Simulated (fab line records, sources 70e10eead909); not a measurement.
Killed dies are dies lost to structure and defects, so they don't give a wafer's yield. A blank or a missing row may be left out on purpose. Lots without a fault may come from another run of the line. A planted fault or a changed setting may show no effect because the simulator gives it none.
fab line records | flow nand_harc
record lots=24 wafers=72 last_day=24
route steps=1159 shown A_M0@1005 A_M1@1037 A_BONDPAD@1075 HYBRID_BOND@1099
lots that met no fault: from a run of the same line without faults
start_h: hours from the record's first day to the start of the lot's first wafer shown | wait_h: hours since the lot's step before | " the same as in the row above | L1.1+2: a row that stands for several wafers | - no value, or no start given | * or withheld: withheld | < > ~ a bound
route shown NAME@n: a module of which the file shows steps, and the number in the route of the first | usual: mean/standard deviation of fault-free wafers | same: alike in all rows | chamber/n: place in a boat | sites: the reading at each site | _std_site: their standard deviation | _edge_site: outer sites' mean less inner sites' | radius_mm: how far each site lies from the wafer's centre | mask NAME#n: copy n | behind: the tool/chamber that last shaped the wafer | hold: why the lot was held/for how many hours/how that ended | device: the transistor (n, p or np) that didn't switch | end of line: the same wafers' tests at the end of the route | a step without rows: its recipe alone | killed: dies lost to structure and defects at the first sort, not the wafer's yield | map: a wafer's dies, x killed, . not, _ none there
set.NAME: the setting as run; set.NAME@STEP: as run at that earlier step | model.NAME: the simulator's own value behind a step, which no gauge read
steps of the route over a sample of lots; a table a step, a row a wafer
services: from which hour (start_h, from the record's first day; less than 0 if before it) a tool's chamber was out of use, for how many hours, and why
## steps
# step NHARC_A_M0_OVL_MEAS_10
# recipe pitch_nm=160
# usual overlay_x_nm=0.2/0.93 overlay_y_nm=0.2/0.68
# columns lot.wafer tool chamber start_h wait_h overlay_x_nm overlay_y_nm
L076.2 overlay-01 - 407.15 - 1.2 -0.4
L076.3 " - " " 1.6 -0.7
L076.6 " - " " 2.2 -1.0
L075.2 overlay-02 - 410.29 - -1.1 0.4
L075.3 " - " " -1.4 0.0
L075.5 " - " " -1.0 0.2
L077.2 overlay-01 - 411.62 - -0.2 -0.4
L077.3 " - " " -0.4 -0.1
L077.5 " - " " -0.2 -0.5
L080.2 overlay-02 - 414.89 - -1.2 0.8
L080.5 " - " " -1.4 -0.5
L080.6 " - " " -0.5 -0.1
L078.2 overlay-01 - 421.44 - -0.6 -0.6
L078.3 " - " " -0.8 -0.3
L078.5 " - " " -0.6 -0.3
L079.3 overlay-02 - 425.97 - -0.3 -0.3
L079.4 " - " " -0.2 0.5
L079.5 " - " " -0.5 -0.3
L074.2 overlay-02 - 434.08 - 1.9 -0.7
L074.4 " - " " 1.2 -0.8
L074.6 " - " " 1.1 -0.4
L081.2 overlay-02 - 439.46 - 0.1 0.0
L081.4 " - " " 0.7 0.5
L081.6 " - " " 0.6 0.4
L082.2 overlay-02 - 443.15 - 0.6 0.9
L082.3 " - " " 1.3 1.3
L082.6 " - " " 1.1 1.9
L083.1 overlay-02 - 451.40 - -0.9 -0.4
L083.2 " - " " -0.4 -0.4
L083.3 " - " " -1.2 -0.8
L085.2 overlay-02 - 451.80 - 1.3 0.3
L085.3 " - " " 0.5 0.3
L085.4 " - " " 0.4 0.5
L084.3 overlay-01 - 472.79 - 0.5 0.7
L084.4 " - " " 1.0 0.5
L084.5 " - " " 0.6 0.8
L088.2 overlay-01 - 478.08 - 0.6 -0.7
L088.5 " - " " 0.7 0.2
L088.6 " - " " 0.6 -0.8
L087.1 overlay-02 - 478.46 - 0.2 -0.7
L087.3 " - " " 1.0 -0.3
L087.6 " - " " 0.2 -0.1
L086.1 overlay-01 - 484.57 - 1.7 -0.3
L086.3 " - " " 1.1 -0.4
L086.4 " - " " 1.5 0.1
L089.1 overlay-02 - 495.68 - -0.8 -0.1
L089.2 " - " " -1.5 0.5
L089.6 " - " " -1.7 0.4
L090.2 overlay-01 - 503.90 - 1.0 1.6
L090.5 " - " " 1.0 1.3
L090.6 " - " " 0.8 1.1
L094.3 overlay-01 - 504.92 - -1.2 -1.0
L094.4 " - " " -1.3 -0.2
L094.5 " - " " -1.3 -0.3
L091.2 overlay-01 - 508.52 - -1.6 0.9
L091.3 " - " " -0.9 1.0
L091.6 " - " " -0.4 1.3
L092.2 overlay-02 - 512.08 - -0.7 1.3
L092.3 " - " " -0.2 1.5
L092.6 " - " " -0.1 0.9
L093.2 overlay-01 - 512.48 - 0.3 0.3
L093.3 " - " " 0.4 0.4
L093.5 " - " " 0.8 0.3
L095.1 overlay-02 - 520.92 - 1.3 0.2
L095.2 " - " " 1.7 0.9
L095.4 " - " " 1.9 0.5
L096.3 overlay-02 - 524.55 - 0.3 0.2
L096.5 " - " " 0.6 0.1
L096.6 " - " " 0.5 0.6
L097.2 overlay-01 - 533.07 - 0.1 0.6
L097.5 " - " " 0.5 0.7
L097.6 " - " " -0.3 0.6
# step NHARC_A_M1_OVL_MEAS_10
# recipe pitch_nm=240
# usual overlay_x_nm=-0.1/0.95 overlay_y_nm=0.3/0.96
# columns lot.wafer tool chamber start_h wait_h overlay_x_nm overlay_y_nm
L076.2 overlay-01 - 411.21 - -0.8 0.9
L076.3 " - " " -0.7 0.7
L076.6 " - " " -0.6 1.1
L075.2 overlay-01 - 414.24 - -1.8 0.9
L075.3 " - " " -2.2 0.9
L075.5 " - " " -1.7 1.1
L077.2 overlay-01 - 415.70 - 0.7 0.5
L077.3 " - " " 1.3 0.9
L077.5 " - " " 0.9 0.3
L080.2 overlay-01 - 418.97 - 1.1 0.1
L080.5 " - " " 0.5 0.1
L080.6 " - " " 0.8 0.8
L078.2 overlay-01 - 425.53 - -1.6 -1.1
L078.3 " - " " -1.9 -0.5
L078.5 " - " " -1.7 -1.1
L079.3 overlay-02 - 429.89 - 0.4 1.4
L079.4 " - " " 1.0 1.1
L079.5 " - " " 0.0 0.7
L074.2 overlay-01 - 438.34 - 1.2 -0.5
L074.4 " - " " 1.0 0.0
L074.6 " - " " 0.7 -0.4
L081.2 overlay-01 - 443.50 - -1.1 -1.7
L081.4 " - " " -1.6 -1.6
L081.6 " - " " -1.9 -1.6
L082.2 overlay-02 - 447.64 - 2.0 -0.2
L082.3 " - " " 1.7 0.3
L082.6 " - " " 1.1 -0.1
L083.1 overlay-01 - 455.75 - -0.5 0.2
L083.2 " - " " -0.5 -0.3
L083.3 " - " " -0.6 -0.3
L085.2 overlay-02 - 456.20 - -0.1 -1.4
L085.3 " - " " 0.6 -1.9
L085.4 " - " " 0.7 -1.3
L084.3 overlay-02 - 478.06 - 0.5 -0.3
L084.4 " - " " 0.4 0.1
L084.5 " - " " 0.8 -0.7
L088.2 overlay-02 - 482.52 - -0.8 -0.5
L088.5 " - " " -0.9 -1.1
L088.6 " - " " -1.2 -0.5
L087.1 overlay-02 - 483.30 - -0.3 -0.1
L087.3 " - " " -0.8 -0.5
L087.6 " - " " -1.1 -0.8
L086.1 overlay-01 - 488.74 - -0.4 0.6
L086.3 " - " " 0.0 0.7
L086.4 " - " " -0.8 0.8
L089.1 overlay-02 - 499.65 - 0.3 1.1
L089.2 " - " " 0.8 0.6
L089.6 " - " " 0.6 0.8
L090.2 overlay-02 - 508.14 - 1.2 0.9
L090.5 " - " " 1.0 0.9
L090.6 " - " " 1.6 0.6
L094.3 overlay-02 - 509.19 - 0.3 0.9
L094.4 " - " " 0.4 0.5
L094.5 " - " " 0.4 0.5
L091.2 overlay-02 - 512.97 - -0.9 2.5
L091.3 " - " " -0.3 1.9
L091.6 " - " " -0.1 2.3
L092.2 overlay-01 - 516.54 - -0.4 -1.3
L092.3 " - " " 0.1 -1.7
L092.6 " - " " -0.3 -0.8
L093.2 overlay-02 - 516.70 - 0.1 1.6
L093.3 " - " " 0.1 1.3
L093.5 " - " " -0.1 0.9
L095.1 overlay-01 - 524.99 - -0.9 1.0
L095.2 " - " " -0.5 0.7
L095.4 " - " " -1.1 0.9
L096.3 overlay-01 - 528.47 - -0.1 1.5
L096.5 " - " " -0.2 0.6
L096.6 " - " " 0.0 0.9
L097.2 overlay-02 - 537.30 - 0.0 0.7
L097.5 " - " " -0.2 1.1
L097.6 " - " " -0.2 1.4
# step NHARC_A_M1_ANNEAL_31
# recipe temp_c=225 time_s=90
# usual wafer_temp_C_max=225.91/0.22
# columns lot.wafer tool chamber start_h wait_h wafer_temp_C_max
L076.2 rtp_anneal-01 0 413.13 0.4 225.78
L076.3 " 0 " " 226.14
L076.6 " 0 " " 226.39
L075.2 rtp_anneal-02 0 416.23 0.4 225.52
L075.3 " 0 " " 225.64
L075.5 " 0 " " 225.73
L077.2 rtp_anneal-01 0 417.61 0.4 226.39
L077.3 " 0 " " 226.00
L077.5 " 0 " " 226.25
L080.2 rtp_anneal-01 0 420.91 0.4 225.66
L080.5 " 0 " " 226.01
L080.6 " 0 " " 225.85
L078.2 rtp_anneal-02 0 427.46 0.4 225.98
L078.3 " 0 " " 225.79
L078.5 " 0 " " 225.58
L079.3 rtp_anneal-02 0 431.85 - 225.97
L079.4 " 0 " " 225.78
L079.5 " 0 " " 225.94
L074.2 rtp_anneal-01 0 440.26 0.4 225.67
L074.4 " 0 " " 225.86
L074.6 " 0 " " 226.14
L081.2 rtp_anneal-01 0 445.71 0.6 225.86
L081.4 " 0 " " 226.24
L081.6 " 0 " " 225.71
L082.2 rtp_anneal-02 0 449.64 - 226.06
L082.3 " 0 " " 225.86
L082.6 " 0 " " 226.09
L083.1 rtp_anneal-01 0 457.65 0.3 226.17
L083.2 " 0 " " 226.05
L083.3 " 0 " " 225.84
L085.2 rtp_anneal-02 0 458.17 0.3 225.58
L085.3 " 0 " " 225.70
L085.4 " 0 " " 225.70
L084.3 rtp_anneal-01 0 480.03 - 225.98
L084.4 " 0 " " 226.25
L084.5 " 0 " " 226.04
L088.2 rtp_anneal-01 0 484.48 - 225.47
L088.5 " 0 " " 225.97
L088.6 " 0 " " 226.23
L087.1 rtp_anneal-02 0 485.40 - 226.09
L087.3 " 0 " " 225.96
L087.6 " 0 " " 225.89
L086.1 rtp_anneal-01 0 490.70 0.3 225.81
L086.3 " 0 " " 226.17
L086.4 " 0 " " 225.77
L089.1 rtp_anneal-02 0 501.84 0.3 226.04
L089.2 " 0 " " 225.86
L089.6 " 0 " " 225.98
L090.2 rtp_anneal-01 0 510.11 0.3 226.02
L090.5 " 0 " " 225.85
L090.6 " 0 " " 225.97
L094.3 rtp_anneal-02 0 511.31 0.4 225.86
L094.4 " 0 " " 225.91
L094.5 " 0 " " 225.90
L091.2 rtp_anneal-01 0 514.98 0.4 226.15
L091.3 " 0 " " 225.72
L091.6 " 0 " " 226.17
L092.2 rtp_anneal-02 0 518.45 - 225.54
L092.3 " 0 " " 225.84
L092.6 " 0 " " 225.81
L093.2 rtp_anneal-02 0 518.77 - 225.70
L093.3 " 0 " " 225.49
L093.5 " 0 " " 225.81
L095.1 rtp_anneal-02 0 526.97 0.3 225.54
L095.2 " 0 " " 225.72
L095.4 " 0 " " 225.76
L096.3 rtp_anneal-01 0 530.47 - 225.80
L096.5 " 0 " " 226.18
L096.6 " 0 " " 226.14
L097.2 rtp_anneal-01 0 539.46 - 226.00
L097.5 " 0 " " 226.17
L097.6 " 0 " " 226.25
# step NHARC_A_M1_CMP_23
# recipe t_overpolish_s=20 target_thk_nm=154.34
# usual motor_current_A=11.8/1.2 retaining_ring_pressure_frac=1.000/0.0051 time_to_endpoint_s=28.5/2.8
# columns lot.wafer tool chamber start_h wait_h motor_current_A retaining_ring_pressure_frac time_to_endpoint_s
L076.3 cmp-04 2 413.46 - 10.3 1.000 25.5
L076.2 " 3 " " 12.8 1.004 26.9
L076.6 " 1 " " 12.2 1.001 25.9
L075.2 cmp-01 0 416.52 - 10.9 1.011 28.8
L075.3 " 3 " " 13.8 1.000 25.6
L075.5 " 1 " " 12.3 1.005 29.6
L077.2 cmp-02 1 417.94 - 11.4 1.000 36.0
L077.3 " 2 " " 13.4 1.005 28.6
L077.5 " 0 " " 9.6 1.008 27.5
L080.2 cmp-01 3 421.21 - 14.1 0.995 26.5
L080.6 " 3 " " 14.7 0.999 28.3
L080.5 " 0 " " 10.5 0.998 30.1
L078.3 cmp-02 1 427.75 - 11.5 1.004 35.2
L078.2 " 2 " " 13.5 0.997 31.0
L078.5 " 1 " " 11.3 1.005 32.6
L079.3 cmp-01 0 432.10 - 10.7 1.005 29.0
L079.4 " 1 " " 12.4 1.001 30.8
L079.5 " 0 " " 10.0 1.009 27.3
L074.2 cmp-04 1 440.56 - 12.2 0.992 23.4
L074.4 " 0 " " 12.4 1.003 26.0
L074.6 " 1 " " 12.0 1.000 25.7
L081.4 cmp-01 2 446.07 - 11.4 1.013 20.3
L081.2 " 3 " " 14.7 0.997 26.8
L081.6 " 1 " " 11.7 1.003 28.2
L082.3 cmp-02 2 449.96 - 12.6 1.005 27.3
L082.2 " 0 " " 10.5 0.992 27.0
L082.6 " 2 " " 12.7 0.999 27.0
L083.3 cmp-02 3 457.99 - 10.7 1.001 26.1
L083.2 " 1 " " 11.5 1.001 32.4
L083.1 " 2 " " 13.5 0.995 27.2
L085.4 cmp-04 3 458.46 - 12.3 1.000 30.1
L085.2 " 0 " " 12.3 1.002 29.4
L085.3 " 2 " " 10.8 1.002 28.6
L084.3 cmp-02 0 480.35 - 9.8 0.996 27.4
L084.4 " 1 " " 11.5 1.014 32.7
L084.5 " 3 " " 11.0 1.000 30.2
L088.2 cmp-01 2 484.83 - 11.5 0.995 26.6
L088.5 " 0 " " 10.9 0.993 30.2
L088.6 " 1 " " 11.8 1.004 32.0
L087.3 cmp-01 1 485.78 - 12.5 1.003 31.1
L087.1 " 2 " " 11.8 1.005 21.2
L087.6 " 1 " " 11.4 1.013 29.1
L086.1 cmp-01 2 491.05 - 11.6 0.991 26.0
L086.3 " 3 " " 14.3 0.997 27.7
L086.4 " 0 " " 10.7 0.998 30.1
L089.1 cmp-02 2 502.19 - 13.7 1.007 31.3
L089.2 " 1 " " 11.5 0.996 35.4
L089.6 " 3 " " 11.2 0.996 29.1
L090.2 cmp-04 1 510.43 - 11.8 0.999 27.8
L090.6 " 0 " " 12.0 1.002 28.7
L090.5 " 1 " " 11.6 1.002 29.7
L094.3 cmp-01 1 511.58 - 11.6 0.997 32.2
L094.4 " 2 " " 12.1 0.993 24.9
L094.5 " 0 " " 11.0 0.997 28.3
L091.2 cmp-02 3 515.31 - 10.8 1.011 26.8
L091.3 " 0 " " 9.6 1.007 27.9
L091.6 " 2 " " 13.5 0.994 32.7
L092.2 cmp-01 0 518.75 - 10.9 0.993 27.1
L092.3 " 1 " " 11.9 0.988 32.0
L092.6 " 0 " " 10.8 0.998 27.4
L093.3 cmp-04 3 519.09 - 12.1 1.008 28.8
L093.2 " 0 " " 11.8 1.000 29.7
L093.5 " 3 " " 12.1 0.990 28.2
L095.1 cmp-01 3 527.34 - 13.9 1.002 29.2
L095.4 " 0 " " 10.6 0.999 28.1
L095.2 " 1 " " 12.5 0.999 31.7
L096.3 cmp-04 3 530.77 - 11.6 1.004 29.3
L096.6 " 1 " " 12.4 1.009 26.9
L096.5 " 2 " " 10.5 1.003 27.3
L097.2 cmp-04 1 539.84 - 11.7 1.001 28.1
L097.5 " 2 " " 10.5 0.995 26.7
L097.6 " 3 " " 12.5 1.001 29.5
# step NHARC_A_BONDPAD_DESCUM_11
# recipe time_s=3 o2_flow_sccm=200 ar_flow_sccm=0 bias_power_w=0 chemistry=O2
# usual drypump_motor_current_A=5.37/0.22 oes_product_au=1.004/0.0095 rf_vpp_V=58.0/0.92 showerhead_plenum_p_Torr=1.94/0.097 throttle_valve_pct=11.312/0.0085
# same bias_power_w=0
# columns lot.wafer tool chamber start_h wait_h drypump_motor_current_A oes_product_au rf_hours_counter_h rf_vpp_V showerhead_plenum_p_Torr throttle_valve_pct
L076.3 rie_diel-11 0 416.07 - 5.23 1.004 1 59.1 2.00 11.318
L076.2 " 2 " " 5.52 0.993 1 56.9 1.79 11.310
L076.6 " 1 " " 5.57 0.997 - 57.9 2.04 11.312
L075.2 rie_diel-11 1 419.01 - 5.58 1.000 1 57.1 2.04 11.309
L075.3 " 3 " " 5.02 0.993 1 57.4 1.86 11.291
L075.5 " 1 " " 5.58 1.003 - 58.4 2.04 11.307
L077.3 rie_diel-07 2 420.53 - 5.45 0.978 2 58.7 1.95 11.311
L077.2 " 0 " " 5.08 1.007 2 58.4 1.95 11.300
L077.5 " 3 " " 5.54 0.999 - 58.2 2.03 11.314
L080.2 rie_diel-11 2 423.71 - 5.51 1.004 1 57.8 1.79 11.326
L080.5 " 3 " " 4.99 1.012 - 58.2 1.86 11.317
L080.6 " 0 " " 5.25 1.014 - 58.1 2.00 11.297
L078.3 rie_diel-11 2 430.39 - 5.54 1.008 2 58.2 1.79 11.300
L078.2 " 3 " " 4.97 1.012 2 57.4 1.86 11.305
L078.5 " 1 " " 5.55 0.999 - 58.5 2.04 11.304
L079.3 rie_diel-11 0 434.66 - 5.22 1.021 2 58.5 2.00 11.311
L079.4 " 1 " " 5.62 1.005 2 57.2 2.04 11.294
L079.5 " 0 " " 5.23 1.026 - 57.8 2.00 11.314
L074.2 rie_diel-07 1 443.21 - 5.53 1.008 7 59.0 2.02 11.311
L074.4 " 2 " " 5.43 0.997 7 58.8 1.95 11.315
L074.6 " 3 " " 5.56 1.007 - 57.6 2.02 11.313
L081.4 rie_diel-07 1 448.64 - 5.50 1.008 8 57.4 2.02 11.300
L081.2 " 0 " " 5.09 1.013 8 57.0 1.95 11.305
L081.6 " 2 " " 5.43 0.996 - 58.5 1.95 11.314
L082.3 rie_diel-11 2 452.52 - 5.51 0.998 3 57.3 1.79 11.314
L082.2 " 3 " " 5.02 1.001 3 58.0 1.86 11.304
L082.6 " 2 " " 5.48 1.008 - 58.4 1.79 11.313
L083.3 rie_diel-11 0 460.61 - 5.23 1.021 3 58.5 2.00 11.306
L083.1 " 1 " " 5.61 1.005 3 57.5 2.04 11.302
L083.2 " 3 " " 5.03 1.000 3 56.0 1.86 11.306
L085.3 rie_diel-11 0 461.10 - 5.21 1.011 3 58.5 2.00 11.306
L085.2 " 1 " " 5.62 1.000 3 57.4 2.04 11.321
L085.4 " 3 " " 5.03 1.001 3 58.2 1.86 11.312
L084.3 rie_diel-11 2 483.06 - 5.53 1.006 4 58.1 1.79 11.306
L084.4 " 1 " " 5.58 1.014 4 57.5 2.04 11.315
L084.5 " 2 " " 5.52 0.997 - 58.3 1.79 11.309
L088.2 rie_diel-11 2 487.41 - 5.50 1.003 4 58.1 1.79 11.320
L088.5 " 3 " " 5.00 0.998 - 59.7 1.86 11.324
L088.6 " 0 " " 5.23 1.014 - 57.9 2.00 11.313
L087.1 rie_diel-07 3 489.16 - 5.58 0.995 15 56.4 2.02 11.321
L087.3 " 0 " " 5.06 1.005 17 58.2 1.94 11.316
L087.6 " 2 " " 5.43 0.986 - 57.8 1.95 11.324
L086.4 rie_diel-11 1 493.69 - 5.60 1.006 4 59.6 2.04 11.307
L086.3 " 2 " " 5.51 1.001 4 56.8 1.79 11.310
L086.1 " 3 " " 5.01 1.000 4 57.3 1.86 11.317
L089.2 rie_diel-11 2 504.86 - 5.52 0.995 5 57.0 1.79 11.318
L089.1 " 3 " " 5.05 1.007 5 57.8 1.86 11.308
L089.6 " 1 " " 5.56 0.990 - 59.0 2.04 11.314
L090.2 rie_diel-11 1 512.89 - 5.61 0.998 5 58.0 2.04 11.310
L090.6 " 0 " " 5.25 1.013 - 58.5 2.00 11.307
L090.5 " 1 " " 5.62 0.986 - 56.8 2.04 11.321
L094.4 rie_diel-11 0 514.23 - 5.25 1.007 5 58.1 2.00 11.311
L094.3 " 1 " " 5.60 0.994 5 58.2 2.04 11.311
L094.5 " 0 " " 5.25 1.007 - 55.7 2.00 11.298
L091.3 rie_diel-11 2 518.00 - 5.52 0.995 5 54.8 1.79 11.304
L091.2 " 3 " " 5.02 1.005 5 58.5 1.86 11.312
L091.6 " 1 " " 5.60 1.001 - 57.9 2.04 11.303
L092.2 rie_diel-11 1 521.39 - 5.59 1.004 6 59.1 2.04 11.310
L092.3 " 2 " " 5.54 1.001 5 56.4 1.79 11.321
L092.6 " 1 " " 5.54 1.004 - 58.5 2.04 11.301
L093.3 rie_diel-07 2 521.67 - 5.41 0.977 24 58.2 1.95 11.299
L093.2 " 0 " " 5.06 0.999 24 59.3 1.94 11.299
L093.5 " 2 " " 5.40 0.980 - 58.2 1.95 11.303
L095.1 rie_diel-11 0 529.81 - 5.23 1.005 6 58.8 2.00 11.315
L095.2 " 2 " " 5.53 1.006 6 56.8 1.79 11.314
L095.4 " 3 " " 5.00 1.008 6 57.0 1.86 11.306
L096.3 rie_diel-11 2 533.33 - 5.54 1.002 6 58.3 1.79 11.310
L096.5 " 2 " " 5.53 1.002 - 58.2 1.79 11.315
L096.6 " 0 " " 5.22 1.014 - 56.1 2.00 11.322
L097.2 rie_diel-11 2 542.39 - 5.51 1.001 6 58.0 1.79 11.312
L097.5 " 0 " " 5.21 1.012 - 58.2 2.00 11.334
L097.6 " 1 " " 5.58 1.005 - 58.8 2.04 11.318
# step NHARC_HYBRID_BOND_OVL_MEAS_05
# usual overlay_x_nm=-1/32 overlay_y_nm=-2/33
# columns lot.wafer tool chamber start_h wait_h overlay_x_nm overlay_y_nm
L076.2 overlay-02 - 428.44 0.4 41 -62
L076.3 " - " " -14 27
L076.6 " - " " 10 48
L075.2 overlay-01 - 428.44 0.4 11 -34
L075.3 " - " " -5 -41
L075.5 " - " " 23 15
L077.2 overlay-02 - 435.84 0.4 16 34
L077.3 " - " " -24 9
L077.5 " - " " 74 8
L080.2 overlay-01 - 435.84 0.4 34 -18
L080.5 " - " " 14 -17
L080.6 " - " " -49 -22
L078.2 overlay-02 - 445.23 0.4 15 -22
L078.3 " - " " 2 11
L078.5 " - " " 33 -77
L079.3 overlay-01 - 445.23 0.4 -40 39
L079.4 " - " " -8 46
L079.5 " - " " 46 -29
L074.2 overlay-02 - 455.66 0.4 14 8
L074.4 " - " " 68 -35
L074.6 " - " " -4 -21
L082.2 overlay-02 - 467.39 0.4 4 1
L082.3 " - " " 45 48
L082.6 " - " " -32 -41
L081.2 overlay-01 - 467.39 0.4 5 21
L081.4 " - " " -7 45
L081.6 " - " " 38 -27
L083.1 overlay-02 - 475.61 0.4 -40 -74
L083.2 " - " " 20 1
L083.3 " - " " 16 -1
L085.2 overlay-01 - 475.61 0.4 42 46
L085.3 " - " " -17 21
L085.4 " - " " -20 20
L084.3 overlay-02 - 497.37 0.4 8 8
L084.4 " - " " -10 -36
L084.5 " - " " 7 -13
L088.2 overlay-01 - 497.39 0.4 -67 17
L088.5 " - " " 4 37
L088.6 " - " " 25 -80
L087.1 overlay-02 - 501.64 0.4 -48 -9
L087.3 " - " " -34 -24
L087.6 " - " " -8 2
L086.1 overlay-01 - 510.31 0.4 -85 70
L086.3 " - " " 6 -1
L086.4 " - " " -24 14
L089.1 overlay-02 - 517.32 0.4 -20 16
L089.2 " - " " -42 36
L089.6 " - " " 23 41
L090.2 overlay-02 - 525.36 0.4 -21 -1
L090.5 " - " " -24 18
L090.6 " - " " 15 30
L094.3 overlay-01 - 525.36 0.4 -11 32
L094.4 " - " " -12 -9
L094.5 " - " " 44 -10
L091.2 overlay-01 - 530.68 0.4 31 19
L091.3 " - " " -14 2
L091.6 " - " " 65 19
L092.2 overlay-02 - 530.70 0.4 -12 -68
L092.3 " - " " -57 -23
L092.6 " - " " 12 4
L093.2 overlay-02 - 535.09 0.4 -6 -6
L093.3 " - " " 88 45
L093.5 " - " " 27 13
L095.1 overlay-02 - 543.23 0.4 -23 -34
L095.2 " - " " -22 -34
L095.4 " - " " 31 7
L096.3 overlay-01 - 543.24 0.4 10 27
L096.5 " - " " -19 -38
L096.6 " - " " 27 -24
L097.2 overlay-01 - 554.47 0.4 27 -14
L097.5 " - " " 39 19
L097.6 " - " " -3 16
## services
# columns tool chamber start_h hours kind
cmp-04 - 399.00 4.0 pm
rie_diel-11 0 400.00 - clean
rie_diel-11 1 400.00 - clean
rie_diel-11 2 400.00 - clean
rie_diel-11 3 400.00 - clean
rie_diel-07 - 405.26 9.0 pm
cmp-02 - 419.80 3.5 repair
cmp-01 - 424.06 0.9 repair
rie_diel-11 0 424.50 - clean
rie_diel-11 1 424.50 - clean
rie_diel-11 2 424.50 - clean
rie_diel-11 3 424.50 - clean
rie_diel-11 1 437.11 3.8 repair
cmp-02 - 440.91 2.0 repair
rie_diel-07 2 448.88 4.5 repair
cmp-01 - 455.80 2.8 repair
cmp-01 - 473.50 4.0 pm
rie_diel-07 3 479.40 6.8 repair
cmp-04 - 485.62 2.1 repair
cmp-01 - 487.74 0.3 repair
cmp-04 - 497.00 4.0 pm
cmp-01 - 516.01 1.7 repair
cmp-02 - 521.28 4.0 pm
rie_diel-11 3 532.10 31.0 repair
## key
fault none
